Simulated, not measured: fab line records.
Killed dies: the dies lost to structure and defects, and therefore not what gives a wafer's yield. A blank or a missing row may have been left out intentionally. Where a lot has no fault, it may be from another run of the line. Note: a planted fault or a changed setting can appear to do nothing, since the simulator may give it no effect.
Which tool did it? ; flow nand_harc ; 23 lots with 69 wafers sampled at 6 steps, on a route of 1159 steps

== WHAT EACH GAUGE READ, for each wafer ==
Not one reading of a measure or inspect step in the record can be checked against a usual standard deviation.

== WHICH TOOL RAN EACH LOT (tool, then ch and the chambers of the sampled wafers, then the start) ==
lot;NHARC_A_STAIRCASE_TRIM_226;NHARC_A_STAIRCASE_TRIM_229;NHARC_A_STAIRCASE_DESCUM_252;NHARC_A_STAIRCASE_HM_DEP_456;NHARC_A_STAIRCASE_DESCUM_291;NHARC_A_STAIRCASE_ETCH_294
L074;rie_diel-03 ch 0,1, day 10 21:30 or earlier;rie_diel-07 ch 0,1,2, day 10 21:30;rie_diel-07 ch 1,2,3, day 11 01:35;acl_dep-02 ch 0, day 11 03:44;rie_diel-02 ch 2,3, day 11 05:38;rie_diel-02 ch 0,1,2, no start
L076;rie_diel-07 ch 2,3, day 11 12:41 or earlier;rie_diel-07 ch 0,1,2, day 11 12:41;rie_diel-07 ch 0,2, day 11 15:15;acl_dep-01 ch 0, day 11 16:28;rie_diel-07 ch 0,2,3, day 11 19:19;rie_diel-07 ch 1,2,3, no start
L075;rie_diel-03 ch 0,2,3, day 11 14:17 or earlier;rie_diel-03 ch 0,2,3, day 11 14:17;rie_diel-03 ch 0,1,3, day 11 16:42;acl_dep-02 ch 0, day 11 17:59;rie_diel-03 ch 1,2, day 11 20:35;rie_diel-03 ch 0,2, no start
L077;rie_diel-07 ch 0,1,2, day 11 14:17 or earlier;rie_diel-07 ch 0,2,3, day 11 14:17;rie_diel-03 ch 1,2,3, day 11 17:09;acl_dep-01 ch 0, day 11 18:18;rie_diel-07 ch 1,3, day 11 21:08;rie_diel-07 ch 1,2,3, no start
L080;rie_diel-03 ch 1,2,3, day 11 20:28 or earlier;rie_diel-02 ch 0,1,3, day 11 20:28;rie_diel-07 ch 0,1,3, day 11 23:29;acl_dep-03 ch 0, day 12 02:00;rie_diel-03 ch 0,1,3, day 12 04:25;rie_diel-03 ch 0,1,2, no start
L079;rie_diel-07 ch 0,1,2, day 11 20:56 or earlier;rie_diel-02 ch 0,1,3, day 11 20:56;rie_diel-07 ch 1,2, day 11 23:47;acl_dep-02 ch 0, day 12 01:53;rie_diel-02 ch 1,2,3, day 12 04:45;rie_diel-02 ch 1,3, no start
L078;rie_diel-03 ch 0,1,2, day 12 03:37 or earlier;rie_diel-07 ch 0,1,2, day 12 03:37;rie_diel-07 ch 1,2,3, day 12 06:17;acl_dep-03 ch 0, day 12 08:49;rie_diel-02 ch 0,1,3, day 12 11:23;rie_diel-02 ch 1,2,3, no start
L081;rie_diel-02 ch 0,1,2, day 12 22:23 or earlier;rie_diel-02 ch 0,1,3, day 12 22:23;rie_diel-02 ch 0,1,2, day 13 01:14;acl_dep-02 ch 0, day 13 02:32;rie_diel-07 ch 0,1,2, day 13 05:07;rie_diel-07 ch 1,2,3, no start
L083;rie_diel-02 ch 1,3, day 13 08:14 or earlier;rie_diel-02 ch 2,3, day 13 08:14;rie_diel-02 ch 0,1,3, day 13 10:51;acl_dep-03 ch 0, day 13 15:10;rie_diel-03 ch 0,2, day 13 18:03;rie_diel-03 ch 1,2,3, no start
L082;rie_diel-03 ch 0,2,3, day 13 08:38 or earlier;rie_diel-03 ch 2,3, day 13 08:38;rie_diel-03 ch 0,1, day 13 11:40;acl_dep-02 ch 0, day 13 15:39;rie_diel-03 ch 2,3, day 13 18:29;rie_diel-03 ch 2,3, no start
L084;rie_diel-07 ch 0,2,3, day 13 19:13 or earlier;rie_diel-07 ch 0,1, day 13 19:13;rie_diel-03 ch 0,2,3, day 13 21:48;acl_dep-03 ch 0, day 13 23:26;rie_diel-02 ch 0,1, day 14 01:34;rie_diel-02 ch 1,2,3, no start
L085;rie_diel-02 ch 0,1,3, day 14 01:23 or earlier;rie_diel-02 ch 0,1,3, day 14 01:23;rie_diel-02 ch 1,2,3, day 14 04:34;acl_dep-02 ch 0, day 14 06:20;rie_diel-03 ch 0,2, day 14 09:10;rie_diel-03 ch 1,3, no start
L086;rie_diel-03 ch 0,2,3, day 14 06:35 or earlier;rie_diel-02 ch 0,1,2, day 14 06:35;rie_diel-02 ch 0,1,3, day 14 09:28;acl_dep-01 ch 0, day 14 12:00;rie_diel-02 ch 0,1,2, day 14 14:52;rie_diel-02 ch 1,2,3, no start
L087;rie_diel-02 ch 0,3, day 14 09:02 or earlier;rie_diel-07 ch 0,1,2, day 14 09:02;rie_diel-07 ch 0,1,2, day 14 11:47;acl_dep-02 ch 0, day 14 17:33;rie_diel-07 ch 2,3, day 14 20:17;rie_diel-07 ch 1,2, no start
L088;rie_diel-02 ch 0,1, day 14 10:46 or earlier;rie_diel-02 ch 2,3, day 14 10:46;rie_diel-02 ch 1,2,3, day 14 13:20;acl_dep-03 ch 0, day 14 18:37;rie_diel-03 ch 0,1,2, day 14 21:13;rie_diel-03 ch 1,2, no start
L090;rie_diel-02 ch 1,2,3, day 15 03:31 or earlier;rie_diel-02 ch 0,1,2, day 15 03:31;rie_diel-02 ch 0,1,3, day 15 06:18;acl_dep-01 ch 0, day 15 07:41;rie_diel-03 ch 0,1,3, day 15 10:23;rie_diel-03 ch 0,1, no start
L089;rie_diel-03 ch 0,1,3, day 15 04:03 or earlier;rie_diel-03 ch 0,1,3, day 15 04:03;rie_diel-03 ch 0,1,3, day 15 06:40;acl_dep-03 ch 0, day 15 08:43;rie_diel-02 ch 0,3, day 15 11:49;rie_diel-02 ch 0,1,3, no start
L091;rie_diel-03 ch 1,2,3, day 15 16:42 or earlier;rie_diel-07 ch 0,1,2, day 15 16:42;rie_diel-02 ch 0,3, day 15 19:40;acl_dep-01 ch 0, day 16 00:46;rie_diel-02 ch 1,2, day 16 02:34;rie_diel-02 ch 1,2,3, no start
L094;rie_diel-03 ch 0,1,2, day 16 05:38 or earlier;rie_diel-02 ch 1,2,3, day 16 05:38;rie_diel-02 ch 0,1,3, day 16 09:32;acl_dep-03 ch 0, day 16 11:44;rie_diel-02 ch 0,1,2, day 16 15:13;rie_diel-02 ch 0,1,2, no start
L095;rie_diel-07 ch 0,1,2, day 16 07:58 or earlier;rie_diel-02 ch 0,1,2, day 16 07:58;rie_diel-02 ch 0,1,3, day 16 10:52;acl_dep-02 ch 0, day 16 11:51;rie_diel-02 ch 0,2,3, day 16 15:17;rie_diel-02 ch 0,1,3, no start
L093;rie_diel-03 ch 0,1,2, day 16 16:37 or earlier;rie_diel-03 ch 0,1,2, day 16 16:37;rie_diel-07 ch 0,1,3, day 16 19:45;acl_dep-01 ch 0, day 17 00:21;rie_diel-07 ch 0,1,2, day 17 03:31;rie_diel-07 ch 0,1,3, no start
L096;rie_diel-02 ch 0,3, day 16 19:54 or earlier;rie_diel-07 ch 0,1,3, day 16 19:54;rie_diel-07 ch 0,1,2, day 16 23:20;acl_dep-02 ch 0, day 17 02:01;rie_diel-03 ch 0,2,3, day 17 04:43;rie_diel-03 ch 1,2, no start
L097;rie_diel-07 ch 0,1,3, day 17 01:32 or earlier;rie_diel-07 ch 0,3, day 17 01:32;rie_diel-02 ch 1,2,3, day 17 04:11;acl_dep-03 ch 0, day 17 07:37;rie_diel-07 ch 0,3, day 17 10:28;rie_diel-07 ch 1,3, no start
- NHARC_A_STAIRCASE_TRIM_226: chemistry O2, time 211.2 s.
- NHARC_A_STAIRCASE_TRIM_229: chemistry O2, time 211.2 s.
- NHARC_A_STAIRCASE_DESCUM_252: chemistry O2, time 3 s.
- NHARC_A_STAIRCASE_HM_DEP_456: deposits aC, target thk 1500 nm.
- NHARC_A_STAIRCASE_DESCUM_291: chemistry O2, time 3 s.
- NHARC_A_STAIRCASE_ETCH_294: etches the open film in C4F8/O2/Ar, target depth 4992 nm, time 1212.4 s.

== AS READ BY THE TOOLS THEMSELVES (means over the sampled wafers that have a number; for cases with no such wafer, the mark the record gives instead) ==
NHARC_A_STAIRCASE_TRIM_226.
lot;tool;drypump_motor_current_A (A);oes_product_au (a.u.);rf_vpp_V (V);showerhead_plenum_p_Torr (Torr);throttle_valve_pct (%)
L074;rie_diel-03;5.6;0.991;57.8;3.66;17.036
L076;rie_diel-07;5.9;0.998;57.5;3.45;17.035
L075;rie_diel-03;5.8;1.002;58.2;3.61;17.032
L077;rie_diel-07;6.0;0.995;57.5;3.50;17.048
L080;rie_diel-03;5.9;0.999;57.1;3.67;17.037
L079;rie_diel-07;6.0;0.995;57.4;3.50;17.041
L078;rie_diel-03;5.7;0.998;57.5;3.65;17.038
L081;rie_diel-02;5.6;0.996;58.1;3.37;17.037
L083;rie_diel-02;5.1;0.999;57.5;3.35;17.037
L082;rie_diel-03;5.7;0.996;57.7;3.60;17.033
L084;rie_diel-07;6.0;0.994;58.0;3.59;17.035
L085;rie_diel-02;5.4;1.003;56.2;3.38;17.031
L086;rie_diel-03;5.8;0.995;58.2;3.59;17.046
L087;rie_diel-02;5.3;0.999;57.3;3.39;17.025
L088;rie_diel-02;5.6;1.009;58.2;3.36;17.031
L090;rie_diel-02;5.3;1.000;57.1;3.33;17.034
L089;rie_diel-03;5.8;0.994;58.1;3.65;17.043
L091;rie_diel-03;5.9;0.998;57.6;3.65;17.040
L094;rie_diel-03;5.7;0.997;57.9;3.63;17.027
L095;rie_diel-07;6.0;1.000;57.3;3.48;17.036
L093;rie_diel-03;5.7;1.004;58.2;3.63;17.036
L096;rie_diel-02;5.6;0.991;58.3;3.41;17.043
L097;rie_diel-07;5.9;0.995;57.7;3.56;17.046

NHARC_A_STAIRCASE_TRIM_229.
lot;tool;drypump_motor_current_A (A);oes_product_au (a.u.);rf_vpp_V (V);showerhead_plenum_p_Torr (Torr);throttle_valve_pct (%)
L074;rie_diel-07;6.0;0.994;57.7;3.50;17.047
L076;rie_diel-07;6.0;0.993;57.2;3.50;17.038
L075;rie_diel-03;5.8;1.009;57.3;3.61;17.033
L077;rie_diel-07;6.0;0.995;57.9;3.59;17.038
L080;rie_diel-02;5.4;0.998;57.7;3.39;17.037
L079;rie_diel-02;5.4;1.003;57.8;3.39;17.031
L078;rie_diel-07;6.0;0.999;57.1;3.50;17.034
L081;rie_diel-02;5.4;1.006;57.1;3.38;17.031
L083;rie_diel-02;5.1;0.998;58.4;3.35;17.038
L082;rie_diel-03;6.0;0.997;58.5;3.61;17.040
L084;rie_diel-07;5.8;1.000;57.5;3.48;17.033
L085;rie_diel-02;5.5;1.000;56.4;3.38;17.042
L086;rie_diel-02;5.6;1.001;56.8;3.36;17.045
L087;rie_diel-07;6.0;0.998;57.9;3.49;17.036
L088;rie_diel-02;5.1;0.997;57.1;3.35;17.037
L090;rie_diel-02;5.5;1.002;57.2;3.36;17.034
L089;rie_diel-03;5.8;0.994;57.7;3.65;17.034
L091;rie_diel-07;6.0;0.998;57.6;3.48;17.032
L094;rie_diel-02;5.3;0.999;57.1;3.33;17.032
L095;rie_diel-02;5.6;0.995;57.1;3.35;17.032
L093;rie_diel-03;5.7;0.993;58.9;3.63;17.024
L096;rie_diel-07;5.8;0.993;57.5;3.56;17.036
L097;rie_diel-07;5.9;1.011;58.6;3.65;17.025

NHARC_A_STAIRCASE_DESCUM_252.
lot;tool;drypump_motor_current_A (A);oes_product_au (a.u.);rf_vpp_V (V);showerhead_plenum_p_Torr (Torr);throttle_valve_pct (%)
L074;rie_diel-07;5.8;0.992;57.3;1.86;11.315
L076;rie_diel-07;6.1;0.996;57.6;1.90;11.308
L075;rie_diel-03;5.8;0.999;58.3;1.99;11.315
L077;rie_diel-03;5.8;1.002;57.8;1.99;11.313
L080;rie_diel-07;5.8;1.000;57.4;1.94;11.301
L079;rie_diel-07;5.7;0.998;56.3;1.81;11.317
L078;rie_diel-07;5.8;0.991;57.7;1.86;11.314
L081;rie_diel-02;5.6;0.998;57.0;1.82;11.319
L083;rie_diel-02;5.4;0.996;56.6;1.83;11.310
L082;rie_diel-03;5.7;0.989;57.7;2.02;11.312
L084;rie_diel-03;5.8;0.995;58.1;1.95;11.305
L085;rie_diel-02;5.3;1.002;56.9;1.80;11.310
L086;rie_diel-02;5.4;1.003;57.5;1.82;11.317
L087;rie_diel-07;5.9;0.998;57.5;1.89;11.311
L088;rie_diel-02;5.2;1.003;56.6;1.80;11.307
L090;rie_diel-02;5.4;1.000;57.4;1.82;11.308
L089;rie_diel-03;5.8;1.002;57.3;1.98;11.319
L091;rie_diel-02;5.3;0.998;57.9;1.83;11.324
L094;rie_diel-02;5.4;1.000;57.3;1.82;11.302
L095;rie_diel-02;5.4;0.987;58.3;1.82;11.307
L093;rie_diel-07;5.9;1.006;57.3;1.93;11.318
L096;rie_diel-07;6.0;0.999;58.0;1.88;11.308
L097;rie_diel-02;5.3;0.998;56.5;1.79;11.308

NHARC_A_STAIRCASE_HM_DEP_456.
lot;tool;throttle_valve_pct (%)
L074;acl_dep-02;34.998
L076;acl_dep-01;34.997
L075;acl_dep-02;34.998
L077;acl_dep-01;34.995
L080;acl_dep-03;34.999
L079;acl_dep-02;34.998
L078;acl_dep-03;35.002
L081;acl_dep-02;34.998
L083;acl_dep-03;34.998
L082;acl_dep-02;34.997
L084;acl_dep-03;34.998
L085;acl_dep-02;35.007
L086;acl_dep-01;34.992
L087;acl_dep-02;34.992
L088;acl_dep-03;34.999
L090;acl_dep-01;35.000
L089;acl_dep-03;34.993
L091;acl_dep-01;35.002
L094;acl_dep-03;35.002
L095;acl_dep-02;35.001
L093;acl_dep-01;34.998
L096;acl_dep-02;34.996
L097;acl_dep-03;34.991

NHARC_A_STAIRCASE_DESCUM_291.
lot;tool;drypump_motor_current_A (A);oes_product_au (a.u.);rf_vpp_V (V);showerhead_plenum_p_Torr (Torr);throttle_valve_pct (%)
L074;rie_diel-02;5.1;0.993;57.3;1.82;11.305
L076;rie_diel-07;6.0;0.987;58.2;1.95;11.312
L075;rie_diel-03;5.8;0.997;58.0;1.98;11.314
L077;rie_diel-07;5.7;0.996;58.0;1.91;11.308
L080;rie_diel-03;5.8;0.998;58.0;1.99;11.307
L079;rie_diel-02;5.3;1.003;57.9;1.81;11.303
L078;rie_diel-02;5.4;1.005;57.2;1.83;11.310
L081;rie_diel-07;5.9;0.998;58.7;1.89;11.314
L083;rie_diel-03;5.7;1.003;57.5;1.95;11.295
L082;rie_diel-03;5.8;1.005;58.5;1.96;11.306
L084;rie_diel-02;5.6;1.006;57.1;1.81;11.312
L085;rie_diel-03;5.7;0.999;57.1;1.95;11.315
L086;rie_diel-02;5.6;1.010;56.2;1.81;11.313
L087;rie_diel-07;5.9;0.998;57.9;1.86;11.317
L088;rie_diel-03;5.7;1.001;57.1;1.97;11.304
L090;rie_diel-03;5.8;0.993;58.2;1.98;11.312
L089;rie_diel-02;5.3;1.002;57.4;1.83;11.302
L091;rie_diel-02;5.4;0.991;58.0;1.79;11.309
L094;rie_diel-02;5.6;0.989;56.3;1.81;11.307
L095;rie_diel-02;5.4;0.994;57.2;1.82;11.309
L093;rie_diel-07;6.0;0.995;58.3;1.88;11.311
L096;rie_diel-03;5.8;1.000;57.7;1.94;11.302
L097;rie_diel-07;5.9;1.001;58.8;1.99;11.313

NHARC_A_STAIRCASE_ETCH_294.
lot;tool;oes_product_au (a.u.);rf_vpp_V (V)
L074;rie_diel-02;0.954;1816
L076;rie_diel-07;0.933;1819
L075;rie_diel-03;0.939;1832
L077;rie_diel-07;0.921;1819
L080;rie_diel-03;0.943;1835
L079;rie_diel-02;0.940;1814
L078;rie_diel-02;0.946;1812
L081;rie_diel-07;0.925;1819
L083;rie_diel-03;0.930;1836
L082;rie_diel-03;0.930;1832
L084;rie_diel-02;0.930;1812
L085;rie_diel-03;0.937;1840
L086;rie_diel-02;0.937;1812
L087;rie_diel-07;0.933;1812
L088;rie_diel-03;0.934;1839
L090;rie_diel-03;0.923;1838
L089;rie_diel-02;0.950;1815
L091;rie_diel-02;0.928;1812
L094;rie_diel-02;0.920;1814
L095;rie_diel-02;0.935;1815
L093;rie_diel-07;0.925;1828
L096;rie_diel-03;0.930;1838
L097;rie_diel-07;0.924;1825

== THE ANSWER, worked out from the rows above alone ==
Rule: usual is defined by the lots themselves. Put in order of their means at a reading, lots are off if they are a third of the lots or fewer, leave a main group of 4 or more, and stand apart from it by a gap of 3 or more times the standard deviation of the main group's means; of several such gaps the widest counts. Not used: any main group whose means are identical at the precision the tables above print for the reading. Also off: a lot with no number at a reading for which 4 or more lots have one. All remaining lots with rows at the step are treated as sound. Order of review: gauges by route order, followed by the tools' own readings, for which a lot's mean as printed above is used. The first step at which some lot is off is used, and at that step the reading that is off furthest; a lot without a number counts as furthest.
Across all readings shown, no lot is off: no conclusion can be drawn from this.

== WHAT THE SIMULATOR PUT IN ==
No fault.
